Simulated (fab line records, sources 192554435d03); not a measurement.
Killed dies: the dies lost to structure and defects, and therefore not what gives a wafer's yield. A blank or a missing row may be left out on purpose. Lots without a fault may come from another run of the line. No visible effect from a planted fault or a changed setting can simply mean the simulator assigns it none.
The tool behind it: which one? :: flow n5_finfet :: 24 lots (72 wafers sampled), 1 step of a 1938-step route

## WHAT THE GAUGES READ, wafer by wafer
N5_BEOL_M7_OCD_MEAS_38.
lot: L074
measured: day 8 13:48
on: ocd-01
trench_depth_nm (nm): 90.5 91.3 92.6

lot: L075
measured: day 8 18:26
on: ocd-02
trench_depth_nm (nm): 91.1 94.2 90.7

lot: L076
measured: day 8 18:31
on: ocd-02
trench_depth_nm (nm): 92.1 93.5 92.7

lot: L077
measured: day 9 13:17
on: ocd-02
trench_depth_nm (nm): 93.9 91.9 92.1

lot: L078
measured: day 9 21:39
on: ocd-01
trench_depth_nm (nm): 92.9 90.8 90.8

lot: L079
measured: day 9 22:35
on: ocd-01
trench_depth_nm (nm): 94.6 91.2 92.4

lot: L080
measured: day 10 01:33
on: ocd-02
trench_depth_nm (nm): 94.7 94.4 94.6

lot: L081
measured: day 10 11:49
on: ocd-01
trench_depth_nm (nm): 93.4 91.7 90.8

lot: L083
measured: day 10 15:20
on: ocd-02
trench_depth_nm (nm): 92.9 92.6 94.5

lot: L082
measured: day 10 20:07
on: ocd-01
trench_depth_nm (nm): 94.1 90.8 91.1

lot: L084
measured: day 10 20:32
on: ocd-01
trench_depth_nm (nm): 93.8 92.7 91.3

lot: L085
measured: day 11 09:04
on: ocd-02
trench_depth_nm (nm): 93.7 91.1 90.5

lot: L086
measured: day 11 17:43
on: ocd-02
trench_depth_nm (nm): 91.7 92.5 94.1

lot: L087
measured: day 11 22:53
on: ocd-02
trench_depth_nm (nm): 95.3 94.7 95.8

lot: L088
measured: day 12 06:29
on: ocd-02
trench_depth_nm (nm): 91.3 95.1 94.4

lot: L090
measured: day 12 06:40
on: ocd-02
trench_depth_nm (nm): 94.3 90.7 93.0

lot: L091
measured: day 12 13:39
on: ocd-01
trench_depth_nm (nm): 91.5 94.6 91.5

lot: L089
measured: day 12 15:57
on: ocd-01
trench_depth_nm (nm): 96.1 93.2 92.9

lot: L092
measured: day 12 20:31
on: ocd-02
trench_depth_nm (nm): 91.7 93.6 91.5

lot: L093
measured: day 13 05:43
on: ocd-01
trench_depth_nm (nm): 94.6 91.5 94.8

lot: L094
measured: day 13 08:44
on: ocd-01
trench_depth_nm (nm): 94.8 91.9 94.1

lot: L095
measured: day 13 14:14
on: ocd-02
trench_depth_nm (nm): 96.1 93.6 92.9

lot: L096
measured: day 14 08:44
on: ocd-01
trench_depth_nm (nm): 94.0 91.4 93.3

lot: L097
measured: day 14 18:55
on: ocd-01
trench_depth_nm (nm): 93.9 94.5 94.7

## WHAT TOOL EACH LOT RAN ON (gives the tool, then ch and the chambers of the sampled wafers, and finally the start)
There is no process step in the record ahead of these readings.

## WHAT THE TOOLS THEMSELVES READ (means of the sampled wafers that have a number; where no wafer has one, the mark that the record gives instead)
The record holds no such reading with a usual standard deviation.

## THE ANSWER, worked out from the rows above alone
Rule: the lots themselves supply what counts as usual. The widest of any qualifying gaps counts: lots, ordered by their means at a reading, are off when they make up no more than a third of the lots, leave a main group of 4 or more, and stand apart from it by 3 or more times the standard deviation of that group's means. A main group whose means are all the same, to the digits that the tables above print for the reading, isn't used. Also off: a lot with no number at a reading for which 4 or more lots have one. Any other lot the step has rows for is counted as sound. The gauges are gone through in route order, then the tools' own readings, and for those a lot's mean is taken as printed above. At the first step where some lot is off, the reading lying furthest off is the one used; lots without a number count as furthest.
Across all readings shown, no lot is off: no conclusion can be drawn from this.

## WHAT THE SIMULATOR PUT IN
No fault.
